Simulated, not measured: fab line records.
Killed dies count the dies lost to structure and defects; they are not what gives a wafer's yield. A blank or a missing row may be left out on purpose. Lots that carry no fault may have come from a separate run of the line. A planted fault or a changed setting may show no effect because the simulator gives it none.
Code-filled problem report in 8D (eight disciplines) form ; flow nand harc ; the parts of the form that need people (team, actions taken, sign-off) are left out

1. WHAT WENT WRONG
At NHARC_P_ZERO_WELL_ETCH_63, oes product au averages 0.933 a.u. over 3 wafers from 2 lots, while fault-free wafers read 1.006 a.u., standard deviation 0.0096. Measured from the usual mean, that is -7.6 standard deviations.
The step: etches the open film in HBr/Cl2, target depth 120 nm, time 40.1 s.
First observed at day 7 01:40: wafer L127.4, on rie si-01. At this step, 39 wafers from 13 lots have a number in the record. Rule for "out" (also "out of limits"): further than 4 standard deviations from the usual mean. Any other wafer with a number is counted as sound.

2. WHAT IT IS AND WHAT IT IS NOT
question;is;is not
which readings at this step;oes product au;drypump motor current A, throttle valve pct
which lots;L127, L128;L106, L107, L108, L109, L111, L112, L113, L116, L117, L118, L125
which wafers of those lots;L127.4, L127.6, L128.6;L127.1, L128.1, L128.2
read on which tools;rie si-01;rie si-03, rie si-06
when;from day 7 01:40;"up to then (34 sound wafers); but 2 sound wafers of L128 came after"

3. SUSPECTS, AND WHAT RULES EACH OUT
Counting: any tool at a process step up to the reading remains a suspect provided it ran every lot that is out. Sound lots after the first of them don't rule it out here, since some wafers of a struck lot are sound.
- rie diel-07 at NHARC_P_ZERO_WELL_DESCUM_13 (chemistry O2, time 3 s): kept. It ran every lot that is out, first L127 (day 7 01:25); its last sound lot up to then is L118 (day 4 19:24).
- rie si-01 at NHARC_P_ZERO_WELL_ETCH_63 (etches the open film in HBr/Cl2, target depth 120 nm, time 40.1 s): kept. It ran every lot that is out, first L127 (day 7 01:40); its last sound lot up to then is L117 (day 4 13:41). Its own readings are out on those wafers: oes product au.
Left after counting: rie diel-07 at NHARC_P_ZERO_WELL_DESCUM_13, rie si-01 at NHARC_P_ZERO_WELL_ETCH_63.

4. THE CAUSE (what the simulator had put in)
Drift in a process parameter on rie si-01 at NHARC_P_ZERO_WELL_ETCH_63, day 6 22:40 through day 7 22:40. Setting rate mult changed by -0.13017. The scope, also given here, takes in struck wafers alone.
2 suspects survive the count, and this tool is in that group.

5. THE CHAIN OF EFFECTS, in route order
Each row: a reading where the mean over the struck wafers with a number is more than 3 standard deviations away from the usual. Readings are gone through only where the record gives a usual standard deviation; hours: the median, over the lots, of the time from a lot's start at the first step in this table giving one to that lot's start at this step; sigmas: the change measured in usual standard deviations.
hours;step;reading;usual;on struck wafers;change;sigmas
0;NHARC_P_ZERO_WELL_ETCH_63;oes product au;1.006 a.u.;0.933;-0.073;-7.6
Here are the process steps it includes:
- NHARC_P_ZERO_WELL_ETCH_63: etches the open film in HBr/Cl2, target depth 120 nm, time 40.1 s.
Later measuring or inspecting steps at which every struck wafer that the step has a row for has a number for every such reading, and none has moved that far: NHARC_P_ZERO_WELL_CD_MEAS_37, NHARC_P_STI_OCD_MEAS_43, NHARC_END_SORT_01.

6. HOW IT WOULD HAVE BEEN CAUGHT EARLIER
3 hours passed between the start of the fault at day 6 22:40 and the first reading out of limits in this record, taken at day 7 01:40.
